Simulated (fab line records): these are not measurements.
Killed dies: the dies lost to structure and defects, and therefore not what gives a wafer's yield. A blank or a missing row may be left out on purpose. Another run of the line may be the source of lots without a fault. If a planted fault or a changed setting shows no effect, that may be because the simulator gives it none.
fab line records | flow nandHarc
[record] lots = 13 wafers = 39 lastDay = 23
route steps=1159 shown A_STAIRCASE@558 END@1159
lots that met no fault: from a run of the same line without faults
startH: the number of hours between the record's first day and the start of the first shown wafer of the lot | waitH: time in hours since the lot's previous step | " the same as in the row above | L1.1+2: a row that stands for several wafers | - no value, or no start was given | * or withheld: withheld | < > ~ a bound
route shown NAME@n: NAME is a module with steps in the file, n the number in the route of the first one | usual: average and standard deviation across the fault-free wafers | same: alike in all rows | chamber/n: place in a boat | sites: each site's reading | _std_site: how widely they spread, as a standard deviation | _edge_site: inner sites' mean taken away from outer sites' mean | radiusMm: for every site, how far away it sits from the centre of the wafer | mask NAME#n: copy n | behind: the tool/chamber that last shaped the wafer | hold: the reason the lot was held/the length of the hold in hours/how it ended | device: transistor that didn't switch, given as n, p or np | end of line: the route-end tests of the same wafers | a step given without rows: its recipe and nothing more | killed: the dies lost at the first sort to structure and to defects; this is not the yield of the wafer | map: dies across one wafer; x = killed, . = not, _ = none there
set.NAME: the run value of the setting; set.NAME@STEP: its run value at that earlier step | model.NAME: the simulator's own value behind a step, which no gauge read
steps of the route over a sample of lots; a table a step, a row a wafer
services: a tool's chamber out of use, with start hour (startH, from the record's first day; less than 0 if before it), hours out, and reason
[[steps]]
[step NHARC_A_STAIRCASE_ETCH_21]
[recipe] targetDepthA = 1000 timeS = 40.5 ionEnergyEv = 400 c4f8FlowSccm = 20 o2FlowSccm = 10 arFlowSccm = withheld rfW = 600 biasW = 1000 chemistry = C4F8/O2
[usual] oesProductAu = 0.950/0.021 rfVppV = 898/4.7 runLengthS = 61.8/0.4
[same] timeS = 40.5
// columns lot.wafer tool chamber startH waitH oesProductAu rfHoursCounterH rfVppV runLengthS
L264.2 rieDiel-13 0 - - 0.999 46 902 62.2
L264.3 " 2 " " 0.988 51 899 61.7
L264.4 " 3 " " 0.969 45 894 61.3
L265.1 rieDiel-13 3 - - 0.923 48 893 61.7
L265.2 " 0 " " 0.943 49 906 62.2
L265.6 " 3 " " 0.931 - 892 61.2
L267.3 rieDiel-11 3 - - 0.948 23 901 61.8
L267.6 " 2 " " 0.961 - 894 62.2
L267.5 " 0 " " 0.954 - 903 62.5
L268.2 rieDiel-01 0 - - 0.945 42 897 61.8
L268.1 " 2 " " 0.938 45 903 62.2
L268.5 " 1 " " 0.930 - 888 61.6
L269.4 rieDiel-13 1 - - 0.942 58 899 61.2
L269.2 " 2 " " 0.950 65 899 62.3
L269.3 " 0 " " 0.949 56 904 62.1
L270.2 rieDiel-13 1 - - 0.980 0 898 61.4
L270.4 " 3 " " 0.954 0 892 61.3
L270.5 " 0 " " 0.979 - 905 62.4
L272.2 rieDiel-11 1 - - 0.940 35 893 61.9
L272.4 " 2 " " 0.934 39 891 61.9
L272.3 " 0 " " 0.967 34 902 62.0
L276.1 rieDiel-13 2 - - 0.949 9 898 62.0
L276.4 " 3 " " 0.937 8 892 61.8
L276.6 " 2 " " 0.947 - 900 61.8
L279.3 rieDiel-11 0 - - 0.989 48 902 62.4
L279.4 " 1 " " 0.981 48 892 62.1
L279.1 " 3 " " 0.960 49 901 61.6
L278.2 rieDiel-13 0 - - 0.995 16 905 61.9
L278.3 " 1 " " 0.962 17 898 61.8
L278.5 " 0 " " 0.993 - 905 62.2
L282.2 rieDiel-13 0 - - 0.949 24 905 62.0
L282.3 " 2 " " 0.935 25 897 62.1
L282.4 " 3 " " 0.946 25 893 61.3
L283.1 rieDiel-11 2 - - 0.935 58 890 61.6
L283.3 " 3 " " 0.915 56 900 61.5
L283.5 " 3 " " 0.914 - 900 61.0
L286.4 rieDiel-13 3 - - 0.927 34 890 61.3
L286.2 " 1 " " 0.933 34 899 61.4
L286.5 " 3 " " 0.935 - 894 61.2
[step NHARC_A_STAIRCASE_ETCH_25]
[recipe] targetDepthA = 1000 timeS = 40.5 ionEnergyEv = 400 c4f8FlowSccm = 20 o2FlowSccm = 10 arFlowSccm = withheld rfW = 600 biasW = 1000 chemistry = C4F8/O2
[usual] oesProductAu = 0.944/0.013 rfVppV = 898/4.8 runLengthS = 61.8/0.4
[same] timeS = 40.5
// columns lot.wafer tool chamber startH waitH oesProductAu rfHoursCounterH rfVppV runLengthS
L264.3 rieDiel-13 3 - - 0.939 46 893 62.0
L264.4 " 0 " " 0.972 47 905 61.9
L264.2 " 1 " " 0.966 46 899 61.6
L265.2 rieDiel-13 2 - - 0.946 55 897 61.9
L265.1 " 3 " " 0.937 48 894 61.4
L265.6 " 1 " " 0.939 - 897 61.6
L267.3 rieDiel-11 3 - - 0.925 23 902 61.4
L267.5 " 3 " " 0.939 - 901 61.3
L267.6 " 2 " " 0.947 - 891 61.8
L268.1 rieDiel-01 2 - - 0.957 45 902 61.9
L268.2 " 0 " " 0.939 43 899 61.8
L268.5 " 2 " " 0.956 - 902 61.9
L269.3 rieDiel-13 0 - - 0.956 56 904 62.3
L269.4 " 1 " " 0.945 58 898 61.7
L269.2 " 2 " " 0.949 65 897 61.7
L270.2 rieDiel-13 0 - - 0.966 0 905 61.9
L270.4 " 3 " " 0.946 0 892 61.4
L270.5 " 0 " " 0.965 - 905 62.2
L272.2 rieDiel-11 0 - - 0.950 35 903 62.2
L272.4 " 1 " " 0.940 36 895 61.6
L272.3 " 2 " " 0.949 39 891 61.6
L276.4 rieDiel-13 3 - - 0.952 8 893 61.3
L276.1 " 0 " " 0.952 9 905 62.0
L276.6 " 0 " " 0.968 - 905 61.9
L279.1 rieDiel-11 3 - - 0.939 49 899 61.6
L279.4 " 0 " " 0.958 48 901 62.3
L279.3 " 1 " " 0.966 48 893 61.9
L278.3 rieDiel-13 0 - - 0.967 16 903 62.0
L278.2 " 1 " " 0.943 17 899 61.4
L278.5 " 0 " " 0.966 - 905 61.9
L283.3 rieDiel-11 2 - - 0.937 58 891 61.7
L283.1 " 0 " " 0.940 56 903 62.2
L283.5 " 2 " " 0.943 - 892 61.8
L282.4 rieDiel-13 0 - - 0.970 25 904 61.9
L282.2 " 1 " " 0.956 27 898 61.4
L282.3 " 2 " " 0.950 27 896 62.4
L286.2 rieDiel-13 2 - - 0.950 35 897 62.1
L286.4 " 1 " " 0.943 35 897 61.9
L286.5 " 2 " " 0.947 - 897 61.9
[step NHARC_A_STAIRCASE_ETCH_197]
[recipe] targetDepthA = 1000 timeS = 40.5 ionEnergyEv = 400 c4f8FlowSccm = 20 o2FlowSccm = 10 arFlowSccm = withheld rfW = 600 biasW = 1000 chemistry = C4F8/O2
[usual] oesProductAu = 0.953/0.015 rfVppV = 898/4.6 runLengthS = 61.8/0.41
// columns lot.wafer tool chamber startH waitH oesProductAu rfHoursCounterH rfVppV runLengthS
L264.3 rieDiel-13 2 248.10 - 0.948 54 898 62.1
L264.4 " 3 " " 0.945 47 892 61.4
L264.2 " 0 " " 0.960 48 906 61.9
L265.2 rieDiel-11 3 253.15 - 0.928 22 900 61.0
L265.1 " 2 " " 0.941 22 892 61.8
L265.6 " 3 " " 0.927 - 902 61.2
L267.3 rieDiel-11 3 262.77 - 0.946 24 901 61.1
L267.5 " 0 " " 0.958 - 902 62.5
L267.6 " 2 " " 0.966 - 891 62.0
L268.2 rieDiel-13 1 274.47 - 0.949 59 898 61.3
L268.1 " 3 " " 0.937 58 893 61.2
L268.5 " 1 " " 0.951 - 898 62.0
L269.3 rieDiel-11 2 275.01 - 0.957 31 892 62.0
L269.4 " 3 " " 0.932 29 901 61.1
L269.2 " 1 " " 0.933 28 893 61.6
L270.2 rieDiel-13 0 289.58 - 0.954 2 905 61.9
L270.4 " 1 " " 0.959 2 898 61.4
L270.5 " 2 " " 0.973 - 897 62.3
L272.3 rieDiel-13 3 292.93 - 0.948 4 893 61.5
L272.4 " 0 " " 0.965 4 905 62.1
L272.2 " 2 " " 0.962 4 897 62.2
L276.4 rieDiel-11 0 314.52 - 0.988 43 902 62.1
L276.1 " 2 " " 0.964 46 892 61.8
L276.6 " 0 " " 0.990 - 903 62.3
L279.4 rieDiel-13 0 332.14 - 0.974 18 905 48.5
L279.3 " 2 " " 0.958 19 897 62.0
L279.1 " 3 " " 0.944 18 893 61.8
L278.2 rieDiel-01 1 332.78 - 0.969 4 888 62.1
L278.3 " 2 " " 0.934 3 901 62.3
L278.5 " 3 " " 0.921 - 899 61.6
L282.2 rieDiel-13 3 355.28 - 0.947 27 893 61.3
L282.4 " 0 " " 0.956 27 903 48.4
L282.3 " 2 " " 0.964 28 899 62.1
L283.1 rieDiel-01 2 355.86 - 0.938 12 903 62.7
L283.3 " 3 " " 0.920 14 897 61.2
L283.5 " 2 " " 0.950 - 903 62.5
L286.2 rieDiel-11 1 376.78 - 0.967 0 892 61.6
L286.4 " 2 " " 0.992 0 892 61.6
L286.5 " 0 " " 0.972 - 904 62.4
[step NHARC_A_STAIRCASE_ETCH_203]
[recipe] targetDepthA = 1000 timeS = 40.5 ionEnergyEv = 400 c4f8FlowSccm = 20 o2FlowSccm = 10 arFlowSccm = withheld rfW = 600 biasW = 1000 chemistry = C4F8/O2
[usual] oesProductAu = 0.944/0.014 rfVppV = 897/4.8 runLengthS = 61.7/0.39
[same] timeS = 40.5
// columns lot.wafer tool chamber startH waitH oesProductAu rfHoursCounterH rfVppV runLengthS
L264.3 rieDiel-13 1 - - 0.959 48 897 61.5
L264.2 " 3 " " 0.940 48 892 61.3
L264.4 " 0 " " 0.955 49 906 62.2
L265.2 rieDiel-11 3 - - 0.917 22 901 61.0
L265.1 " 2 " " 0.933 23 891 61.9
L265.6 " 0 " " 0.929 - 903 62.5
L267.3 rieDiel-11 3 - - 0.921 25 901 61.4
L267.6 " 0 " " 0.944 - 903 62.2
L267.5 " 2 " " 0.951 - 891 61.8
L269.4 rieDiel-11 2 - - 0.942 32 892 61.7
L269.2 " 3 " " 0.921 29 900 61.7
L269.3 " 1 " " 0.939 28 892 62.1
L268.1 rieDiel-13 1 - - 0.939 60 899 61.3
L268.2 " 3 " " 0.938 59 894 61.8
L268.5 " 3 " " 0.930 - 893 61.2
L270.2 rieDiel-13 2 - - 0.972 2 898 62.0
L270.4 " 0 " " 0.948 2 904 61.8
L270.5 " 1 " " 0.942 - 899 61.3
L272.2 rieDiel-13 1 - - 0.942 4 897 61.2
L272.4 " 2 " " 0.959 4 897 62.1
L272.3 " 3 " " 0.950 4 892 61.2
L276.1 rieDiel-11 3 - - 0.922 44 901 61.4
L276.4 " 0 " " 0.955 43 902 62.0
L276.6 " 1 " " 0.943 - 893 62.1
L279.4 rieDiel-13 3 - - 0.950 19 892 61.5
L279.1 " 0 " " 0.972 18 906 61.8
L279.3 " 1 " " 0.951 19 896 61.3
L278.3 rieDiel-01 0 - - 0.942 5 898 61.7
L278.2 " 1 " " 0.951 5 888 61.3
L278.5 " 3 " " 0.929 - 897 60.9
L282.4 rieDiel-13 0 - - 0.947 27 905 62.3
L282.3 " 1 " " 0.944 28 896 61.4
L282.2 " 2 " " 0.939 29 896 61.8
L283.1 rieDiel-01 2 - - 0.955 13 902 62.6
L283.3 " 0 " " 0.924 16 898 61.6
L283.5 " 1 " " 0.943 - 890 61.9
L286.4 rieDiel-11 3 - - 0.950 1 900 61.1
L286.2 " 1 " " 0.928 0 892 61.6
L286.5 " 3 " " 0.943 - 899 61.2
[step NHARC_END_SORT_01]
[recipe] tempC = 25
[usual] killedAtArray = 27/9.9 killedAtOther = 0.5/0.76 killedAtPeriphery = 3.4/2.2 killedDies = 31/10 killedOpen = 3.3/2 killedShort = 2.0/1.5
[same] grossDies = 677
// columns lot.wafer tool chamber startH waitH killedAtArray killedAtOther killedAtPeriphery killedDies killedOpen killedShort
L279.1 prober-01 0 531.27 2.5 28 0 3 31 0 1
L279.3 prober-01 0 532.89 3.1 25 1 3 29 0 0
L279.4 prober-01 0 533.70 3.4 675 0 2 677 3 2
L282.2 prober-02 0 551.04 2.8 41 0 1 42 1 3
L282.3 prober-02 0 551.84 3.1 32 0 1 33 1 1
L282.4 prober-02 0 552.64 3.4 677 0 0 677 3 0
// killed by level:class
L279.1 A_CHANNEL_HOLE_D1:chamberFilmFlake=22 A_CONTACT:chamberFilmFlake=3 P_BONDPAD:chamberFilmFlake=2 A_WL_FILL:geometricParticle:short=1 P_STI:chamberFilmFlake=1 A_STAIRCASE:chamberFilmFlake=1 A_SLIT:chamberFilmFlake=1
L279.3 A_CHANNEL_HOLE_D1:chamberFilmFlake=22 P_BONDPAD:chamberFilmFlake=2 A_CONTACT:chamberFilmFlake=2 P_M0:chamberFilmFlake=1 A_WL_FILL:chamberFilmFlake=1 THIN_TSV:chamberFilmFlake=1
L279.4 A_STAIRCASE:areaEtch=641 A_CHANNEL_HOLE_D1:chamberFilmFlake=20 A_CONTACT:chamberFilmFlake=5 A_STAIRCASE:chamberFilmFlake=4 A_CONTACT:geometricParticle:open=2 A_ONON_D1:geometricParticle:short=1 A_M1:geometricParticle:short=1 A_M1:geometricParticle:open=1
L282.2 A_CHANNEL_HOLE_D1:chamberFilmFlake=24 A_CONTACT:chamberFilmFlake=6 A_CHANNEL_FILL_D1:geometricParticle:short=3 A_CHANNEL_FILL_D1:chamberFilmFlake=3 A_WL_FILL:chamberFilmFlake=2 A_BLC:geometricParticle:open=1 P_STI:chamberFilmFlake=1 A_ZERO_WELL:chamberFilmFlake=1
L282.3 A_CHANNEL_HOLE_D1:chamberFilmFlake=20 A_CONTACT:chamberFilmFlake=5 A_STAIRCASE:chamberFilmFlake=3 A_ONON_D1:geometricParticle:short=1 A_WL_FILL:geometricParticle:open=1 P_STI:chamberFilmFlake=1 A_ZERO_WELL:chamberFilmFlake=1 A_CHANNEL_FILL_D1:chamberFilmFlake=1
L282.4 A_STAIRCASE:areaEtch=640 A_CHANNEL_HOLE_D1:chamberFilmFlake=16 A_CONTACT:chamberFilmFlake=9 A_STAIRCASE:chamberFilmFlake=4 A_CHANNEL_FILL_D1:chamberFilmFlake=3 A_ONON_D1:geometricParticle:open=1 A_SGD_CUT:geometricParticle:open=1 A_M1:geometricParticle:open=1
[[services]]
// columns tool chamber startH hours kind
rieDiel-13 0 232.08 - clean
rieDiel-13 1 232.08 - clean
rieDiel-13 2 232.08 - clean
rieDiel-13 3 232.08 - clean
rieDiel-13 0 256.58 - clean
rieDiel-13 1 256.58 - clean
rieDiel-13 2 256.58 - clean
rieDiel-13 3 256.58 - clean
rieDiel-13 - 276.27 9.0 pm
rieDiel-13 0 276.27 9.0 ventCycle
rieDiel-13 1 276.27 9.0 ventCycle
rieDiel-13 2 276.27 9.0 ventCycle
rieDiel-13 3 276.27 9.0 ventCycle
rieDiel-13 0 285.27 - clean
rieDiel-13 1 285.27 - clean
rieDiel-13 1 285.27 - consumableReplace:focusRing
rieDiel-13 2 285.27 - clean
rieDiel-13 3 285.27 - clean
rieDiel-13 3 285.27 - consumableReplace:focusRing
rieDiel-01 2 296.42 3.8 repair
rieDiel-13 0 309.77 - clean
rieDiel-01 - 314.88 9.0 pm
rieDiel-01 2 362.64 2.9 repair
rieDiel-11 - 366.50 9.0 pm
[[key]]
[firstSign] step = NHARC_A_STAIRCASE_ETCH_197 reading = runLengthS direction = down sigmas = 32 usual = * struck = *
[effect] step = NHARC_END_SORT_01 reading = killedAtArray direction = up sigmas = 66 usual = 27 struck = 676
[moreKillsBornAt] NHARC_A_STAIRCASE_ETCH_197@rieDiel-13 = 1281
metAt NHARC_A_STAIRCASE_ETCH_197
struckLots L279,L282
struckWafers L279.4,L282.4
laterRowsLeftOut L279.4,L282.4
testerLeftOut L279,L282
notActingAt NHARC_A_STAIRCASE_ETCH_21,NHARC_A_STAIRCASE_ETCH_25,NHARC_A_STAIRCASE_ETCH_203
onsetBetween 292.93 332.14
[fault] kind = processParameterDrift tool = rieDiel-13 chamber = 0 onsetH = 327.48 steps = NHARC_A_STAIRCASE_ETCH_197 channel = timeS offset = * shape = step endH = 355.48 actsIn = * stated = *
// testerLeftOut: of these lots the tester's yield and bins aren't shown, on N5 and GAA mostly nor the transistor test; their killed dies are dies lost to structure and defects alone, not to doping, threshold or leakage, so they don't give the yield
// laterRowsLeftOut: the simulator's readings of these wafers behind a module that went badly wrong aren't trusted and aren't shown, but for the sort
